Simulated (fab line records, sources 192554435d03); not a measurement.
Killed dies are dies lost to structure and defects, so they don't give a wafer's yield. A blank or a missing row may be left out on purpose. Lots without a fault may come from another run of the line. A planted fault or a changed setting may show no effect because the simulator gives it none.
fab line records | flow n5_finfet
record lots=10 wafers=26 last_day=20
route steps=1938 shown BEOL_M4@1043
lots that met no fault: from a run of the same line without faults
start_h: hours from the record's first day to the start of the lot's first wafer shown | wait_h: hours since the lot's step before | " the same as in the row above | L1.1+2: a row that stands for several wafers | - no value, or no start given | * or withheld: withheld | < > ~ a bound
route shown NAME@n: a module of which the file shows steps, and the number in the route of the first | usual: mean/standard deviation of fault-free wafers | same: alike in all rows | chamber/n: place in a boat | sites: the reading at each site | _std_site: their standard deviation | _edge_site: outer sites' mean less inner sites' | radius_mm: how far each site lies from the wafer's centre | mask NAME#n: copy n | behind: the tool/chamber that last shaped the wafer | hold: why the lot was held/for how many hours/how that ended | device: the transistor (n, p or np) that didn't switch | end of line: the same wafers' tests at the end of the route | a step without rows: its recipe alone | killed: dies lost to structure and defects at the first sort, not the wafer's yield | map: a wafer's dies, x killed, . not, _ none there
set.NAME: the setting as run; set.NAME@STEP: as run at that earlier step | model.NAME: the simulator's own value behind a step, which no gauge read
steps of the route over a sample of lots; a table a step, a row a wafer
services: from which hour (start_h, from the record's first day; less than 0 if before it) a tool's chamber was out of use, for how many hours, and why
## steps
# step N5_BEOL_M4_STRIP_66
# recipe chemistry=CF4 resist=SiARC power_w=300 bias_power_w=75 pressure_mtorr=50 cf4_flow_sccm=150 rf_frequency_hz=6e+07
# usual drypump_motor_current_A=5.6/0.43 oes_product_au=0.76/0.073 power_w=299.9/0.86 rf_vpp_V=270.8/1.6 showerhead_plenum_p_Torr=1.78/0.06 throttle_valve_pct=13.60/0.25
# columns lot.wafer tool chamber start_h wait_h drypump_motor_current_A oes_product_au power_w rf_hours_counter_h rf_vpp_V showerhead_plenum_p_Torr throttle_valve_pct
L117.2 rie_diel-05 1 168.45 0.0 6.2 0.77 299.9 132 269.5 1.78 13.73
L117.3 " 3 " " 5.5 0.69 298.9 228 268.9 1.71 13.60
L117.5 " 2 " " 5.3 0.70 299.3 - 270.3 1.83 13.67
L118.3 rie_diel-01 0 189.57 0.0 6.2 0.67 300.8 238 272.7 1.84 13.81
L118.5 " 0 " " 6.3 0.67 300.7 - 271.5 1.84 13.81
L118.6 " 1 " " 5.8 0.79 299.3 - 272.6 1.87 13.35
L120.4 rie_diel-01 1 199.83 0.0 5.8 0.79 300.0 116 272.5 1.87 13.36
L120.5 " 2 " " 5.1 0.70 300.3 - 271.6 1.75 13.65
L121.1 rie_diel-04 1 202.69 0.0 6.1 0.72 300.7 184 269.9 1.73 13.94
L121.3 " 3 " " 5.5 0.76 298.3 153 268.6 1.72 13.62
L126.2 rie_diel-04 0 233.07 0.0 5.8 0.75 299.3 145 272.5 1.77 13.20
L126.6 " 1 " " 6.2 0.71 298.7 - 270.5 1.73 13.96
L134.1 rie_diel-05 2 293.55 0.0 5.2 0.94 299.5 3 271.7 1.82 13.19
L134.4 " 3 " " 5.4 0.93 300.8 - 272.9 1.91 13.09
L134.5 " 2 " " 5.3 0.94 300.6 - 273.2 1.82 13.19
L133.1 rie_diel-01 1 297.75 0.0 5.8 0.75 301.4 156 272.9 1.85 13.44
L133.3 " 2 " " 5.1 0.67 300.1 245 270.3 1.74 13.73
L133.5 " 0 " " 6.2 0.90 299.9 - 271.6 1.83 13.31
L136.3 rie_diel-01 3 308.27 0.0 5.0 0.73 301.4 185 269.9 1.72 13.82
L136.6 " 0 " " 6.2 0.90 300.2 - 273.8 1.83 13.30
L135.1 rie_diel-01 0 313.48 0.0 6.2 0.89 299.6 22 270.5 1.83 13.30
L135.3 " 3 " " 5.0 0.73 299.9 187 271.6 1.72 13.82
L135.5 " 3 " " 5.0 0.73 301.1 - 268.4 1.72 13.81
L137.4 rie_diel-05 0 323.36 0.0 5.2 0.70 299.1 242 268.2 1.68 13.52
L137.5 " 1 " " 6.2 0.73 300.2 - 270.6 1.77 13.85
L137.6 " 0 " " 5.1 0.69 299.8 - 269.5 1.68 13.51
# step N5_BEOL_M4_OVL_MEAS_29
# recipe points_per_wafer=522
# usual V3_OVL=0.1/0.65
# columns lot.wafer tool chamber start_h wait_h V3_OVL[nm]
L117.2 overlay-01 0 169.15 0.0 0.5
L117.3 " 0 " " -0.3
L117.5 " 0 " " -0.1
L118.3 overlay-02 0 190.15 0.0 1.5
L118.5 " 0 " " -0.3
L118.6 " 0 " " 0.3
L120.4 overlay-01 0 200.42 0.0 0.4
L120.5 " 0 " " 0.3
L121.1 overlay-02 0 203.26 0.0 0.2
L121.3 " 0 " " 0.4
L126.2 overlay-01 0 233.89 0.0 1.2
L126.6 " 0 " " 1.2
L134.1 overlay-02 0 294.13 0.0 -0.5
L134.4 " 0 " " 0.2
L134.5 " 0 " " -0.5
L133.1 overlay-02 0 298.33 0.0 -0.6
L133.3 " 0 " " 0.0
L133.5 " 0 " " -0.2
L136.3 overlay-01 0 308.86 0.0 0.8
L136.6 " 0 " " 0.1
L135.1 overlay-02 0 314.05 0.0 -0.8
L135.3 " 0 " " -0.6
L135.5 " 0 " " -0.2
L137.4 overlay-01 0 323.98 0.0 -0.1
L137.5 " 0 " " 0.3
L137.6 " 0 " " 0.3
# step N5_BEOL_M4_ETCH_77
# recipe chemistry=N2/H2 target=underlayer target_depth_a=65 mask_material=CAR-EUV time_s=5.2 ion_energy_ev=200 pressure_mtorr=30 source_w=840 bias_w=150 n2_flow_sccm=200 h2_flow_sccm=200 ends=cleared
# usual drypump_motor_current_A=5.6/0.42 etch_rf_on_time_s=5.16/0.16 oes_product_au=0.65/0.07 rf_vpp_V=523.5/2.9 showerhead_plenum_p_Torr=2.52/0.096 throttle_valve_pct=17.85/0.29
# columns lot.wafer tool chamber start_h wait_h drypump_motor_current_A etch_rf_on_time_s oes_product_au rf_hours_counter_h rf_vpp_V showerhead_plenum_p_Torr throttle_valve_pct
L117.2 rie_diel-01 0 169.33 0.0 6.2 5.05 0.60 230 528.1 2.59 17.94
L117.3 " 2 " " 5.1 5.17 0.61 202 522.6 2.55 18.30
L117.5 " 2 " " 5.1 5.19 0.60 - 520.5 2.55 18.31
L118.3 rie_diel-01 2 190.27 0.0 5.2 5.16 0.62 203 523.0 2.55 18.32
L118.5 " 1 " " 5.9 5.34 0.68 - 526.5 2.69 17.79
L118.6 " 2 " " 5.1 5.11 0.61 - 524.2 2.55 18.32
L120.4 rie_diel-01 2 200.53 0.0 5.1 5.04 0.62 206 522.7 2.55 18.35
L120.5 " 0 " " 6.2 5.89 0.54 - 526.1 2.59 17.92
L121.1 rie_diel-01 3 203.61 0.0 5.1 5.28 0.64 144 523.0 2.41 17.76
L121.3 " 1 " " 5.8 6.35 0.62 118 527.7 2.69 17.78
L126.2 rie_diel-05 0 234.01 0.0 5.1 5.31 0.62 203 520.7 2.42 17.86
L126.6 " 2 " " 5.3 5.41 0.58 - 527.5 2.57 17.67
L134.1 rie_diel-04 1 294.26 0.0 6.1 5.30 0.58 217 520.0 2.42 18.13
L134.4 " 2 " " 5.6 5.01 0.71 71 526.6 2.57 17.98
L134.5 " 2 " " 5.6 5.06 0.71 - 525.6 2.57 17.94
L133.1 rie_diel-04 2 298.46 0.0 5.6 5.03 0.72 72 525.7 2.57 17.97
L133.3 " 3 " " 5.5 4.89 0.64 186 521.2 2.41 17.84
L133.5 " 2 " " 5.6 4.98 0.71 - 523.1 2.57 17.95
L136.3 rie_diel-04 1 308.98 0.0 6.2 5.29 0.58 223 518.7 2.41 18.17
L136.6 " 2 " " 5.6 5.02 0.71 - 526.1 2.56 17.96
L135.1 rie_diel-01 3 314.17 0.0 5.1 5.26 0.62 187 517.8 2.39 17.86
L135.3 " 0 " " 6.3 5.00 0.79 22 527.0 2.57 17.49
L135.5 " 3 " " 5.1 5.24 0.62 - 523.8 2.39 17.84
L137.4 rie_diel-01 1 324.41 0.0 5.9 5.35 0.64 - 527.0 2.67 17.86
L137.5 " 3 " " 5.1 5.33 0.61 - 520.7 2.39 17.85
L137.6 " 0 " " 6.2 5.06 0.77 - 524.5 2.57 17.51
# step N5_BEOL_M4_ETCH_69
# recipe chemistry=CF4 target=SiARC target_depth_a=156 mask_material=CAR-EUV time_s=26 ion_energy_ev=80 pressure_mtorr=40 source_w=545 bias_w=36 Ar_flow_sccm=100 cf4_flow_sccm=100 ends=cleared
# usual drypump_motor_current_A=5.6/0.42 etch_rf_on_time_s=25.8/0.81 oes_product_au=0.66/0.069 rf_vpp_V=184.0/1.3 showerhead_plenum_p_Torr=2.13/0.081 throttle_valve_pct=15.64/0.23
# columns lot.wafer tool chamber start_h wait_h drypump_motor_current_A etch_rf_on_time_s oes_product_au rf_hours_counter_h rf_vpp_V showerhead_plenum_p_Torr throttle_valve_pct
L117.2 rie_diel-01 0 169.34 0.0 6.2 25.3 0.59 230 185.8 2.20 15.83
L117.3 " 2 " " 5.2 25.7 0.61 202 182.5 2.11 15.70
L117.5 " 2 " " 5.1 25.8 0.61 - 184.1 2.11 15.69
L118.3 rie_diel-01 2 190.28 0.0 5.1 25.4 0.62 203 183.1 2.11 15.70
L118.5 " 1 " " 5.9 26.7 0.67 - 184.1 2.25 15.42
L118.6 " 2 " " 5.1 25.4 0.62 - 184.4 2.11 15.70
L120.4 rie_diel-01 2 200.55 0.0 5.1 25.6 0.61 206 184.2 2.11 15.70
L120.5 " 0 " " 6.2 24.9 0.59 - 184.5 2.20 15.83
L121.1 rie_diel-01 3 203.63 0.0 5.0 26.3 0.65 144 184.2 2.06 15.71
L121.3 " 1 " " 5.8 26.5 0.67 118 185.0 2.25 15.43
L126.2 rie_diel-05 0 234.03 0.0 5.1 26.1 0.62 203 182.4 2.03 15.47
L126.6 " 2 " " 5.3 26.5 0.59 - 185.9 2.20 15.77
L134.1 rie_diel-04 1 294.27 0.0 6.1 25.9 0.60 217 183.9 2.05 16.03
L134.4 " 2 " " 5.6 25.1 0.72 71 185.0 2.19 15.88
L134.5 " 2 " " 5.6 24.9 0.71 - 185.0 2.19 15.89
L133.1 rie_diel-04 2 298.47 0.0 5.6 25.4 0.71 72 183.9 2.19 15.89
L133.3 " 3 " " 5.5 24.6 0.65 186 180.9 2.04 15.67
L133.5 " 2 " " 5.6 25.3 0.71 - 183.6 2.19 15.90
L136.3 rie_diel-04 1 308.99 0.0 6.1 26.3 0.60 223 183.0 2.05 16.02
L136.6 " 2 " " 5.6 25.0 0.72 - 183.8 2.19 15.91
L135.1 rie_diel-01 3 314.19 0.0 5.0 26.6 0.62 187 183.5 2.05 15.82
L135.3 " 0 " " 6.2 25.2 0.78 22 183.4 2.19 15.38
L135.5 " 3 " " 5.0 26.7 0.62 - 181.1 2.05 15.81
L137.4 rie_diel-01 1 324.44 0.0 5.8 27.4 0.63 - 187.4 2.23 15.52
L137.5 " 3 " " 5.0 26.9 0.62 - 183.8 2.04 15.83
L137.6 " 0 " " 6.2 25.5 0.78 - 184.1 2.19 15.40
# step N5_BEOL_M4_RC_MEAS_101
# usual DIBL_N=36.5/2.1 DIBL_P=36.6/2.6 IOFF_N=0.17/0.044 IOFF_P=0.21/0.048 ION_N=674/17 ION_P=462/9.5 SS_N=71.6/0.77 SS_P=73.5/0.72 VT_N=250/4.2 VT_P=-250/3.9
# columns lot.wafer tool chamber start_h wait_h DIBL_N[mV/V] DIBL_P[mV/V] IOFF_N[nA/um] IOFF_P[nA/um] ION_N[uA/um] ION_P[uA/um] SS_N[mV/dec] SS_P[mV/dec] VT_N[mV] VT_P[mV]
L117.2 prober-02 0 194.37 0.2 36.8 36.2 0.19 0.25 686 468 71.4 74.0 246 -245
L117.3 " 0 " " 34.5 33.7 0.15 0.22 673 466 71.3 73.4 252 -247
L117.5 " 0 " " 35.9 34.8 0.18 0.22 683 469 71.5 73.4 245 -249
L118.3 prober-02 0 217.95 0.3 33.3 32.4 0.09 0.16 644 452 70.7 71.9 259 -254
L118.5 " 0 " " 38.8 39.3 0.19 0.26 676 469 71.5 74.8 250 -247
L118.6 " 0 " " 31.5 30.2 0.08 0.13 636 452 70.1 72.3 262 -256
L121.1 prober-01 0 222.07 0.0 41.7 40.4 0.31 0.35 707 476 73.8 74.9 241 -242
L121.3 " 0 " " 34.2 32.3 0.13 0.19 678 467 70.7 72.7 251 -250
L120.4 prober-02 0 228.04 0.5 40.6 42.3 0.24 0.28 706 478 72.4 74.4 241 -245
L120.5 " 0 " " 39.5 40.8 0.20 0.25 685 465 72.2 74.3 248 -247
L126.2 prober-01 0 252.24 0.2 36.6 35.0 0.16 0.21 691 467 71.0 73.7 253 -253
L126.6 " 0 " " 36.9 35.7 0.18 0.22 697 473 71.7 73.7 249 -250
L134.1 prober-01 0 299.93 0.0 37.2 36.8 0.19 0.27 692 484 72.1 74.2 245 -244
L134.4 " 0 " " 33.4 33.5 0.13 0.20 670 467 70.7 73.6 251 -249
L134.5 " 0 " " 35.6 34.8 0.16 0.23 662 469 71.8 73.9 249 -244
L136.3 prober-01 0 317.52 0.3 36.3 36.1 0.14 0.17 664 456 72.5 73.6 254 -256
L136.6 " 0 " " 35.6 35.6 0.12 0.15 648 443 71.6 73.0 254 -259
L133.1 prober-01 0 320.73 0.6 35.4 36.2 0.16 0.21 656 459 71.1 74.2 251 -250
L133.3 " 0 " " 36.4 38.3 0.19 0.23 682 465 71.7 74.2 247 -251
L133.5 " 0 " " 34.7 35.6 0.14 0.19 649 455 71.7 73.3 253 -250
L135.1 prober-01 0 323.65 0.0 36.8 35.2 0.14 0.17 642 446 71.7 73.2 255 -254
L135.3 " 0 " " 39.7 40.8 0.23 0.27 699 477 72.2 73.9 247 -245
L135.5 " 0 " " 41.3 41.4 0.27 0.28 686 459 73.6 74.2 246 -251
L137.4 prober-01 0 331.73 0.5 37.5 38.9 0.19 0.24 684 467 71.8 73.3 248 -251
L137.5 " 0 " " 36.8 37.7 0.17 0.23 680 472 72.5 73.1 249 -248
L137.6 " 0 " " 38.7 40.5 0.22 0.26 683 461 72.5 73.6 247 -246
## services
# columns tool chamber start_h hours kind
rie_diel-01 2 171.91 16.9 repair
rie_diel-04 2 196.85 3.7 repair
rie_diel-01 0 223.62 - clean
rie_diel-01 0 223.62 - consumable_replace:focus_ring
rie_diel-01 0 223.62 32.8 scheduled_down
rie_diel-01 0 223.62 32.8 vent_cycle
rie_diel-05 3 240.08 - clean
rie_diel-05 3 240.08 - consumable_replace:focus_ring
rie_diel-05 3 240.08 - consumable_replace:showerhead
rie_diel-05 3 240.08 25.9 scheduled_down
rie_diel-05 3 240.08 25.9 vent_cycle
rie_diel-04 0 268.44 10.6 repair
rie_diel-05 2 269.41 - clean
rie_diel-05 2 269.41 - consumable_replace:focus_ring
rie_diel-05 2 269.41 16.1 scheduled_down
rie_diel-05 2 269.41 16.1 vent_cycle
rie_diel-04 3 273.77 2.0 repair
rie_diel-05 1 286.76 30.4 repair
rie_diel-01 1 313.20 6.2 repair
rie_diel-01 2 319.40 - clean
rie_diel-01 2 319.40 - consumable_replace:focus_ring
rie_diel-01 2 319.40 19.2 scheduled_down
rie_diel-01 2 319.40 19.2 vent_cycle
## key
first_sign step=N5_BEOL_M4_ETCH_77 reading=etch_rf_on_time_s direction=up sigmas=6.1 usual=* struck=*
effect none on later readings
met_at N5_BEOL_M4_ETCH_77
struck_lots L120,L121
struck_wafers L120.5,L121.3
not_acting_at N5_BEOL_M4_STRIP_66,N5_BEOL_M4_OVL_MEAS_29,N5_BEOL_M4_ETCH_69
onset_between 190.27 200.53
fault kind=process_parameter_drift tool=rie_diel-01 chamber=- onset_h=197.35 steps=N5_BEOL_M4_ETCH_77 channel=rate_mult offset=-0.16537 shape=step end_h=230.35 scope=struck_wafers_only
